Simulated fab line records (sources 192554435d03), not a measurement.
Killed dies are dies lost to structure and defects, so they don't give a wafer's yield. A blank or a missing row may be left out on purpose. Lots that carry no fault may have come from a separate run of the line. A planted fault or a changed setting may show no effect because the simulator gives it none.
fab line records | flow n5Finfet
record lots=4 wafers=12 lastDay=19
route steps=1938 shown BEOL_M4@1099 BEOL_M5@1112 PASSIVATION@1936
lots with no fault: from the same line, run without faults
startH: hours from the record's first day to the start of the lot's first wafer shown | waitH: hours since the lot's step before | " unchanged from the row above | L1.1+2: a single row standing in for several wafers | - no value, or no start was given | * or withheld: withheld | < > ~ a bound
route shown NAME@n: NAME is a module with steps in the file, n the number in the route of the first one | usual: the fault-free wafers' mean and standard deviation | same: alike in all rows | chamber/n: place in a boat | sites: each site's reading | _std_site: the values' standard deviation | _edge_site: the outer-site mean with the inner-site mean subtracted | radiusMm: for every site, how far away it sits from the centre of the wafer | mask NAME#n: copy n | behind: the tool/chamber that last shaped the wafer | hold: the reason the lot was held/the length of the hold in hours/how it ended | device: transistor that didn't switch, given as n, p or np | end of line: tests run on the same wafers once the route is complete | step lacking rows: just its recipe | killed: count of dies lost to structure and defects at first sort (not the wafer's yield) | map: a wafer's dies, marking killed ones x, the rest . and places with no die _
set.NAME: the setting the step ran with; set.NAME@STEP: the setting that earlier step ran with | model.NAME: the simulator's own value behind a step, which no gauge read
certain route steps with their lots: each step a table, each wafer a row
services: the hour from which a tool's chamber was out of use, counted from the record's first day as startH (under 0 if before that day), plus the number of hours and why
## steps
# step N5_BEOL_M4_ANNEAL_95
# recipe tempC=400 timeS=240 ambient=vacuum
# step N5_BEOL_M4_SPUTTER_96
# recipe material=Cu targetThkA=45 tempC=-20 chamberPressurePa=0.07 powerW=withheld timeS=8.29
# step N5_BEOL_M4_ECD_50
# recipe material=Cu targetThkA=3000
# step N5_BEOL_M4_ANNEAL_51
# recipe tempC=225 timeS=90 ambient=N2
# step N5_BEOL_M4_CMP_52
# recipe stopOn=SiOC tOverpolishS=6.8 downForcePsi=1 platenRpm=50 clearingPlatenDownForcePsi=1.5 clearingPlatenRpm=50 postCmpClean=cuAlkaline targetThkNm=40 clearingPlatenPadVelocityMS=0.99484 padVelocityMS=0.99484
# step N5_BEOL_M4_PRE_CLEAN_60
# recipe gas=NH3/H2 timeS=15 tempC=* rfPowerW=300
# step N5_BEOL_M4_CO_CAP_55
# recipe material=Co targetThkA=20 tempC=200 precursor=CCTBA/H2 pressureTorr=30 timeS=102.1
# step N5_BEOL_M4_PRE_CLEAN_56
# recipe gas=NH3 timeS=15 tempC=withheld rfPowerW=300
# step N5_BEOL_M4_DEP_57
# recipe material=SiCN targetThkA=80 tempC=withheld precursor=3MS/NH3 pressureTorr=3 rfW=202 timeS=14
# step N5_BEOL_M4_RC_MEAS_101
# usual DIBL_N=36.0/1.3 DIBL_P=36.2/1.7 IOFF_N=0.155/0.024 IOFF_P=0.21/0.034 ION_N=674/9 ION_P=463/7.1 SS_N=71.4/0.5 SS_P=73.4/0.57 VT_N=250.0/2.8 VT_P=-251/3.2
# columns lot.wafer tool chamber startH waitH DIBL_N[mV/V] DIBL_P[mV/V] IOFF_N[nA/um] IOFF_P[nA/um] ION_N[uA/um] ION_P[uA/um] SS_N[mV/dec] SS_P[mV/dec] VT_N[mV] VT_P[mV]
L534.1 prober-01 0 288.85 0.0 36.2 37.8 0.182 0.23 677 467 71.6 73.9 246.0 -248
L534.2 " 0 " " 35.2 36.5 0.162 0.20 680 465 71.0 73.4 251.5 -250
L534.5 " 0 " " 34.4 35.4 0.144 0.19 671 469 71.4 73.6 250.3 -252
L535.1 prober-01 0 295.73 0.0 35.1 35.8 0.161 0.21 676 462 72.1 73.3 249.1 -250
L535.4 " 0 " " 35.6 36.7 0.174 0.23 679 464 71.7 74.4 246.4 -246
L535.5 " 0 " " 34.1 34.7 0.149 0.19 674 460 71.1 72.4 247.5 -249
L537.1 prober-01 0 310.16 0.0 34.3 36.1 0.153 0.20 672 463 71.5 74.0 248.5 -250
L537.2 " 0 " " 34.4 35.9 0.145 0.20 672 459 70.9 74.2 250.7 -252
L537.4 " 0 " " 34.9 35.6 0.149 0.20 669 462 71.4 74.6 247.2 -250
L546.3 prober-01 0 348.02 0.3 35.3 35.0 0.135 0.21 675 470 70.8 72.2 251.2 -252
L546.4 " 0 " " 35.2 34.5 0.135 0.20 677 464 70.9 72.2 252.7 -250
L546.5 " 0 " " 34.9 35.5 0.131 0.20 667 467 70.8 72.6 253.3 -247
# step N5_BEOL_M5_ILD_DEP_00
# recipe material=SiCOH_lowk targetThkA=1406.4 tempC=300 precursor=DEMS/porogen pressureTorr=5 rfW=500 timeS=25.9
# step N5_BEOL_M5_CURE_79
# recipe tempC=385 timeS=240 ambient=He/Ar material=SiCOH_lowk
# step N5_BEOL_M5_PECVD_70
# recipe material=SiO2 targetThkA=160 tempC=400 precursor=TEOS/O2 pressureTorr=5.5 rfW=450 teosFlowSccm=53.8 gas=O2 flowSccm=3000 timeS=18
# step N5_BEOL_M5_HM_DEP_02
# recipe material=TiN targetThkA=200 tempC=25 chamberPressurePa=0.49996
# step N5_BEOL_M5_COAT_59
# recipe resist=SOC tempC=250 timeS=60 spinRpm=1500 resistThkNm=60
# step N5_BEOL_M5_COAT_60
# recipe resist=SiARC tempC=220 timeS=60 spinRpm=1500 resistThkNm=12
# step N5_BEOL_M5_COAT_71
# recipe resist=underlayer tempC=205 timeS=60 spinRpm=1500 resistThkNm=5
# step N5_BEOL_M5_COAT_05
# recipe resist=CAR-EUV spinRpm=1500 resistThkNm=30
# step N5_BEOL_M5_EBR_07
# recipe solvent=PGMEA ebrWidthMm=1.5
# step N5_BEOL_M5_SOFTBAKE_06
# recipe tempC=110 timeS=60 resist=CAR-EUV
# step N5_BEOL_M5_EXPOSE_08
# recipe maskId=M5 na=0.33 sourceShape=annular sigmaInner=0.4 sigmaOuter=0.8 polarization=unpolarized targetCdNm=28 doseMj=35.75
# step N5_BEOL_M5_PEB_09
# recipe pebTempC=100 pebTimeS=60 resist=CAR-EUV
# step N5_BEOL_M5_DEVELOP_10
# recipe developTimeS=30 developer=TMAH resist=CAR-EUV rinseLiquid=surfactantRinse dry=airSpin devTempC=23
# step N5_BEOL_M5_DESCUM_16
# recipe chemistry=O2 timeS=7 sourcePowerW=50 biasPowerW=20 pressureMtorr=20 rfFrequencyHz=2.712e+07 tempC=40 resist=CAR-EUV o2FlowSccm=225
# step N5_BEOL_M5_ETCH_72
# recipe chemistry=N2/H2 target=underlayer targetDepthA=65 maskMaterial=CAR-EUV timeS=5.2 ionEnergyEv=200 pressureMtorr=30 sourceW=840 biasW=150 n2FlowSccm=200 h2FlowSccm=200 ends=cleared
# step N5_BEOL_M5_ETCH_61
# recipe chemistry=CF4 target=SiARC targetDepthA=156 maskMaterial=CAR-EUV timeS=26 ionEnergyEv=80 pressureMtorr=40 sourceW=545 biasW=36 Ar_flow_sccm=100 cf4FlowSccm=100 ends=cleared
# step N5_BEOL_M5_ETCH_62
# recipe chemistry=N2/H2 target=SOC targetDepthA=750 overetchA=150 maskMaterial=SiARC tempC=40 timeS=112.5 ionEnergyEv=200 pressureMtorr=30 sourceW=840 biasW=150 n2FlowSccm=200 h2FlowSccm=200
# step N5_BEOL_M5_STRIP_63
# recipe chemistry=N2/H2 tempC=40 n2FlowSccm=200 h2FlowSccm=200 rfFrequencyHz=6e+07
# step N5_BEOL_M5_STRIP_73
# recipe chemistry=N2/H2 tempC=40 n2FlowSccm=200 h2FlowSccm=200 rfFrequencyHz=6e+07
# step N5_BEOL_M5_STRIP_64
# recipe chemistry=CF4 resist=SiARC powerW=300 biasPowerW=75 pressureMtorr=50 cf4FlowSccm=150 rfFrequencyHz=6e+07
# step N5_BEOL_M5_HM_OPEN_17
# recipe chemistry=Cl2/BCl3 targetDepthA=200 overetchA=60 target=TiN maskMaterial=SOC ionEnergyEv=150 pressureMtorr=10 icpW=1000 biasW=126 Cl2_flow_sccm=53.25 bcl3FlowSccm=21.75 Ar_flow_sccm=25
# step N5_BEOL_M5_STRIP_19
# recipe chemistry=O2 powerW=400 tempC=40 pressureMtorr=30 rfFrequencyHz=6e+07 biasPowerW=0 overashFraction=0.2 o2FlowSccm=225
# step N5_BEOL_M5_COAT_65
# recipe resist=SOC tempC=250 timeS=60 spinRpm=1500 resistThkNm=60
# step N5_BEOL_M5_COAT_66
# recipe resist=SiARC tempC=220 timeS=60 spinRpm=1500 resistThkNm=12
# step N5_BEOL_M5_ECD_50
# recipe material=Cu targetThkA=3000
# columns lot.wafer tool chamber startH waitH
L534.1+2+5 ecdCu-02 1,0,1 301.51 0.1
L535.1+4+5 ecdCu-02 0,0,1 306.83 0.1
L537.1+2+4 ecdCu-02 0,1,1 323.27 0.1
L546.3+4+5 ecdCu-01 1,0,1 361.57 0.1
# step N5_BEOL_M5_CMP_52
# recipe stopOn=SiCOH_lowk tOverpolishS=6.9 downForcePsi=1 platenRpm=50 clearingPlatenDownForcePsi=1.5 clearingPlatenRpm=50 postCmpClean=cuAlkaline targetThkNm=62 clearingPlatenPadVelocityMS=0.99484 padVelocityMS=0.99484
# usual edgeZonePressureFrac=1.001/0.0048 motorCurrentA=6.2/0.7 slurryFilterDpKPa=13.50/0.13 timeToEndpointS=61.3/2.6
# columns lot.wafer tool chamber startH waitH edgeZonePressureFrac motorCurrentA slurryFilterDpKPa timeToEndpointS
L534.2 cmp-02 0 301.90 0.2 1.011 7.2 13.45 64.1
L534.1 " 1 " " 1.002 5.1 13.44 65.2
L534.5 " 1 " " 1.005 5.0 13.66 66.4
L535.1 cmp-01 0 307.37 0.3 0.997 5.1 13.39 0.0
L535.4 " 1 " " 0.998 6.2 13.46 0.0
L535.5 " 0 " " 1.000 5.3 13.46 1.1
L537.4 cmp-02 1 324.24 0.1 1.000 5.1 13.62 0.0
L537.2 " 2 " " 0.999 7.2 13.64 0.0
L537.1 " 0 " " 0.997 7.3 13.39 0.0
L546.4 cmp-01 0 361.97 0.2 1.002 5.7 13.50 60.8
L546.3 " 2 " " 0.997 6.8 13.51 61.3
L546.5 " 3 " " 1.001 6.2 13.68 59.7
# step N5_PASSIVATION_PROBE_49
# usual defectLimitedYield=90.8/1.7 killed_at_M0_to_M3=37/12 killed_at_M4_up=15/5.6 killedAtContacts=13/6.9 killedAtFrontEnd=40/11 killedAtOther=4/3.2 killedDies=109/20 killedOnRim=14/4.3 killedOpen=73/15 killedShort=35/8.3 sort_bin_5_function=5.4/1.1 sort_bin_6_memory=3.5/0.73 sortNPass=1071/20 sortYieldPct=90.8/1.7
# same grossDies=1180 killedAtBackSide=0 sort_bin_4_leakage[%]=0 sort_bin_8_speed[%]=0
# columns lot.wafer tool chamber startH waitH defectLimitedYield[%] killed_at_M0_to_M3 killed_at_M4_up killedAtContacts killedAtFrontEnd killedAtOther killedDies killedOnRim killedOpen killedShort sort_bin_5_function[%] sort_bin_6_memory[%] sortNPass sortYieldPct[%]
L535.1 prober-02 - 403.09 0.0 0 19 1105 13 39 4 1180 152 57 26 96.5 3.3 0 0
L535.4 prober-02 - 403.24 0.2 0 14 1118 9 38 1 1180 152 45 27 97.5 2.2 0 0
L535.5 prober-02 - 403.29 0.2 0 20 1117 4 37 2 1180 152 61 14 97.0 2.9 0 0
L534.1 prober-02 - 406.93 0.3 90.9 43 16 13 31 4 107 17 74 33 5.3 3.2 1073 90.9
L534.2 prober-02 - 406.98 0.3 91.3 43 6 13 32 9 103 11 65 35 4.8 3.2 1077 91.3
L534.5 prober-02 - 407.13 0.5 91.8 32 18 12 31 4 97 15 66 30 4.9 3.0 1083 91.8
L537.1 prober-01 - 411.84 0.0 0 39 1090 9 37 5 1180 152 62 42 95.3 4.1 0 0
L537.2 prober-01 - 411.89 0.1 0 34 1097 4 43 2 1180 152 52 42 96.4 3.1 0 0
L537.4 prober-01 - 411.99 0.2 0 30 1107 4 37 2 1180 152 53 29 96.8 2.9 0 0
L546.3 prober-02 - 454.35 0.1 91.9 24 17 15 38 2 96 16 57 37 4.2 3.6 1084 91.9
L546.4 prober-02 - 454.40 0.2 87.1 33 29 13 66 11 152 21 112 39 7.9 4.8 1028 87.1
L546.5 prober-02 - 454.45 0.2 86.9 47 8 20 72 8 155 19 103 52 7.8 4.8 1025 86.9
# killed by level:class
L535.1 BEOL_M5:areaEcd=1097 MOL_CONTACT_COAG:geometricParticle:open=10 DUMMY_GATE:geometricParticle:open=9 STI_FIN_REVEAL:geometricParticle:open=7 FIN_SAQP:geometricParticle:open=6 BEOL_M0_SAQP:geometricParticle:open=5 BEOL_M2:geometricParticle:open=5 BEOL_M1:geometricParticle:open=4
L535.4 BEOL_M5:areaEcd=1107 STI_FIN_REVEAL:geometricParticle:open=9 MOL_CONTACT_COAG:geometricParticle:open=8 ILD0:geometricParticle:open=7 DUMMY_GATE:geometricParticle:open=6 BEOL_M0_SAQP:geometricParticle:short=6 FIN_SAQP:geometricParticle:short=4 BEOL_M4:geometricParticle:open=3
L535.5 BEOL_M5:areaEcd=1101 STI_FIN_REVEAL:geometricParticle:open=17 BEOL_M1:geometricParticle:open=6 BEOL_M8:geometricParticle:open=6 BEOL_M2:geometricParticle:open=5 BEOL_M4:geometricParticle:open=5 DUMMY_GATE:geometricParticle:open=4 MOL_CONTACT_COAG:geometricParticle:open=4
L534.1 BEOL_M0_SAQP:geometricParticle:short=14 MOL_CONTACT_COAG:geometricParticle:open=10 STI_FIN_REVEAL:geometricParticle:open=9 BEOL_M3:geometricParticle:open=9 BEOL_M0_SAQP:geometricParticle:open=8 BEOL_M2:geometricParticle:open=8 BEOL_M5:geometricParticle:open=5 FIN_SAQP:geometricParticle:open=4
L534.2 BEOL_M0_SAQP:geometricParticle:open=18 MOL_CONTACT_COAG:geometricParticle:open=12 BEOL_M0_SAQP:geometricParticle:short=10 FIN_SAQP:geometricParticle:open=7 FIN_SAQP:geometricParticle:short=7 BEOL_M3:geometricParticle:open=5 PAD_METAL:geometricParticle:open=5 PAD_METAL:geometricParticle:short=4
L534.5 STI_FIN_REVEAL:geometricParticle:open=10 MOL_CONTACT_COAG:geometricParticle:open=10 BEOL_M0_SAQP:geometricParticle:short=9 BEOL_M0_SAQP:geometricParticle:open=9 FIN_SAQP:geometricParticle:short=5 BEOL_M3:geometricParticle:open=5 BEOL_M3:geometricParticle:short=4 BEOL_M7:geometricParticle:open=4
L537.1 BEOL_M5:areaEcd=1076 FIN_SAQP:geometricParticle:short=12 BEOL_M1:geometricParticle:short=8 FIN_SAQP:geometricParticle:open=7 MOL_CONTACT_COAG:geometricParticle:open=7 BEOL_M1:geometricParticle:open=7 BEOL_M3:geometricParticle:open=7 STI_FIN_REVEAL:geometricParticle:open=6
L537.2 BEOL_M5:areaEcd=1086 FIN_SAQP:geometricParticle:short=13 FIN_SAQP:geometricParticle:open=9 BEOL_M2:geometricParticle:open=9 STI_FIN_REVEAL:geometricParticle:open=6 BEOL_M0_SAQP:geometricParticle:open=5 BEOL_M2:geometricParticle:short=5 BEOL_M0:geometricParticle:short=4
L537.4 BEOL_M5:areaEcd=1098 FIN_SAQP:geometricParticle:short=8 GATE_CUT:geometricParticle:short=7 BEOL_M1:geometricParticle:open=7 BEOL_M0_SAQP:geometricParticle:open=6 FIN_SAQP:geometricParticle:open=5 BEOL_M3:geometricParticle:open=5 DUMMY_GATE:geometricParticle:open=4
L546.3 MOL_CONTACT_COAG:geometricParticle:open=12 STI_FIN_REVEAL:geometricParticle:open=9 BEOL_M0_SAQP:geometricParticle:short=8 FIN_SAQP:geometricParticle:short=7 BEOL_M4:geometricParticle:open=6 BEOL_M2:geometricParticle:open=5 BEOL_M0_SAQP:geometricParticle:open=5 FIN_SAQP:geometricParticle:open=4
L546.4 STI_FIN_REVEAL:geometricParticle:open=22 FIN_SAQP:geometricParticle:open=17 BEOL_M4:geometricParticle:open=15 MOL_CONTACT_COAG:geometricParticle:open=10 BEOL_M0_SAQP:geometricParticle:short=9 DUMMY_GATE:geometricParticle:open=8 BEOL_M2:geometricParticle:open=7 STI_FIN_REVEAL:geometricParticle:short=5
L546.5 STI_FIN_REVEAL:geometricParticle:open=26 MOL_CONTACT_COAG:geometricParticle:open=16 BEOL_M0_SAQP:geometricParticle:open=13 BEOL_M0_SAQP:geometricParticle:short=11 BEOL_M2:geometricParticle:open=11 FIN_SAQP:geometricParticle:short=10 FIN_SAQP:geometricParticle:open=7 STI_FIN_REVEAL:geometricParticle:short=7
# map L535.1 (x killed, . not)
_________________xxxxxxxxxxxx________________
______________xxxxxxxxxxxxxxxxxx_____________
___________xxxxxxxxxxxxxxxxxxxxxxxx__________
__________xxxxxxxxxxxxxxxxxxxxxxxxxx_________
________xxxxxxxxxxxxxxxxxxxxxxxxxxxxxx_______
_______xxxxxxxxxxxxxxxxxxxxxxxxxxxxxxxx______
______xxxxxxxxxxxxxxxxxxxxxxxxxxxxxxxxxx_____
_____xxxxxxxxxxxxxxxxxxxxxxxxxxxxxxxxxxxx____
____xxxxxxxxxxxxxxxxxxxxxxxxxxxxxxxxxxxxxx___
___xxxxxxxxxxxxxxxxxxxxxxxxxxxxxxxxxxxxxxxx__
___xxxxxxxxxxxxxxxxxxxxxxxxxxxxxxxxxxxxxxxx__
__xxxxxxxxxxxxxxxxxxxxxxxxxxxxxxxxxxxxxxxxxx_
__xxxxxxxxxxxxxxxxxxxxxxxxxxxxxxxxxxxxxxxxxx_
_xxxxxxxxxxxxxxxxxxxxxxxxxxxxxxxxxxxxxxxxxxxx
_xxxxxxxxxxxxxxxxxxxxxxxxxxxxxxxxxxxxxxxxxxxx
_xxxxxxxxxxxxxxxxxxxxxxxxxxxxxxxxxxxxxxxxxxxx
_xxxxxxxxxxxxxxxxxxxxxxxxxxxxxxxxxxxxxxxxxxxx
_xxxxxxxxxxxxxxxxxxxxxxxxxxxxxxxxxxxxxxxxxxxx
_xxxxxxxxxxxxxxxxxxxxxxxxxxxxxxxxxxxxxxxxxxxx
_xxxxxxxxxxxxxxxxxxxxxxxxxxxxxxxxxxxxxxxxxxxx
_xxxxxxxxxxxxxxxxxxxxxxxxxxxxxxxxxxxxxxxxxxxx
__xxxxxxxxxxxxxxxxxxxxxxxxxxxxxxxxxxxxxxxxxx_
__xxxxxxxxxxxxxxxxxxxxxxxxxxxxxxxxxxxxxxxxxx_
___xxxxxxxxxxxxxxxxxxxxxxxxxxxxxxxxxxxxxxxx__
___xxxxxxxxxxxxxxxxxxxxxxxxxxxxxxxxxxxxxxxx__
____xxxxxxxxxxxxxxxxxxxxxxxxxxxxxxxxxxxxxx___
_____xxxxxxxxxxxxxxxxxxxxxxxxxxxxxxxxxxxx____
______xxxxxxxxxxxxxxxxxxxxxxxxxxxxxxxxxx_____
_______xxxxxxxxxxxxxxxxxxxxxxxxxxxxxxxx______
________xxxxxxxxxxxxxxxxxxxxxxxxxxxxxx_______
__________xxxxxxxxxxxxxxxxxxxxxxxxxx_________
___________xxxxxxxxxxxxxxxxxxxxxxxx__________
______________xxxxxxxxxxxxxxxxxx_____________
_________________xxxxxxxxxxxx________________
# map L537.1 (x killed, . not)
_________________xxxxxxxxxxxx________________
______________xxxxxxxxxxxxxxxxxx_____________
___________xxxxxxxxxxxxxxxxxxxxxxxx__________
__________xxxxxxxxxxxxxxxxxxxxxxxxxx_________
________xxxxxxxxxxxxxxxxxxxxxxxxxxxxxx_______
_______xxxxxxxxxxxxxxxxxxxxxxxxxxxxxxxx______
______xxxxxxxxxxxxxxxxxxxxxxxxxxxxxxxxxx_____
_____xxxxxxxxxxxxxxxxxxxxxxxxxxxxxxxxxxxx____
____xxxxxxxxxxxxxxxxxxxxxxxxxxxxxxxxxxxxxx___
___xxxxxxxxxxxxxxxxxxxxxxxxxxxxxxxxxxxxxxxx__
___xxxxxxxxxxxxxxxxxxxxxxxxxxxxxxxxxxxxxxxx__
__xxxxxxxxxxxxxxxxxxxxxxxxxxxxxxxxxxxxxxxxxx_
__xxxxxxxxxxxxxxxxxxxxxxxxxxxxxxxxxxxxxxxxxx_
_xxxxxxxxxxxxxxxxxxxxxxxxxxxxxxxxxxxxxxxxxxxx
_xxxxxxxxxxxxxxxxxxxxxxxxxxxxxxxxxxxxxxxxxxxx
_xxxxxxxxxxxxxxxxxxxxxxxxxxxxxxxxxxxxxxxxxxxx
_xxxxxxxxxxxxxxxxxxxxxxxxxxxxxxxxxxxxxxxxxxxx
_xxxxxxxxxxxxxxxxxxxxxxxxxxxxxxxxxxxxxxxxxxxx
_xxxxxxxxxxxxxxxxxxxxxxxxxxxxxxxxxxxxxxxxxxxx
_xxxxxxxxxxxxxxxxxxxxxxxxxxxxxxxxxxxxxxxxxxxx
_xxxxxxxxxxxxxxxxxxxxxxxxxxxxxxxxxxxxxxxxxxxx
__xxxxxxxxxxxxxxxxxxxxxxxxxxxxxxxxxxxxxxxxxx_
__xxxxxxxxxxxxxxxxxxxxxxxxxxxxxxxxxxxxxxxxxx_
___xxxxxxxxxxxxxxxxxxxxxxxxxxxxxxxxxxxxxxxx__
___xxxxxxxxxxxxxxxxxxxxxxxxxxxxxxxxxxxxxxxx__
____xxxxxxxxxxxxxxxxxxxxxxxxxxxxxxxxxxxxxx___
_____xxxxxxxxxxxxxxxxxxxxxxxxxxxxxxxxxxxx____
______xxxxxxxxxxxxxxxxxxxxxxxxxxxxxxxxxx_____
_______xxxxxxxxxxxxxxxxxxxxxxxxxxxxxxxx______
________xxxxxxxxxxxxxxxxxxxxxxxxxxxxxx_______
__________xxxxxxxxxxxxxxxxxxxxxxxxxx_________
___________xxxxxxxxxxxxxxxxxxxxxxxx__________
______________xxxxxxxxxxxxxxxxxx_____________
_________________xxxxxxxxxxxx________________
## services
# columns tool chamber startH hours kind
ecdCu-02 - 283.48 4.1 repair
cmp-01 - 288.63 2.4 repair
ecdCu-01 - 296.99 1.2 repair
cmp-02 - 319.57 0.9 repair
ecdCu-02 - 321.67 1.0 repair
cmp-01 - 327.51 4.0 pm
cmp-01 - 331.51 - consumableReplace:conditioner
cmp-01 - 331.51 - consumableReplace:pad
cmp-01 - 335.24 6.8 pm
cmp-02 - 343.07 2.4 repair
cmp-02 - 349.95 2.2 repair
## key
firstSign step=N5_BEOL_M5_CMP_52 reading=timeToEndpointS direction=down sigmas=24 usual=* struck=*
effect step=N5_PASSIVATION_PROBE_49 reading=killed_at_M4_up direction=up sigmas=99+ usual=15 struck=1106
moreKillsBornAt N5_BEOL_M5_ECD_50@ecdCu-02=6565
metAt N5_BEOL_M5_ECD_50
struckWafers L535.1,L535.4,L535.5,L537.1,L537.2,L537.4
laterRowsLeftOut L535.1,L535.4,L535.5,L537.1,L537.2,L537.4
onsetBetween 301.51 306.83
fault kind=skippedStepWhole tool=ecdCu-02 chamber=- onsetH=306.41 steps=N5_BEOL_M5_ECD_50 scope=struckLotsOnly
# laterRowsLeftOut: the simulator's readings of these wafers behind a module that went badly wrong aren't trusted and aren't shown, but for the sort
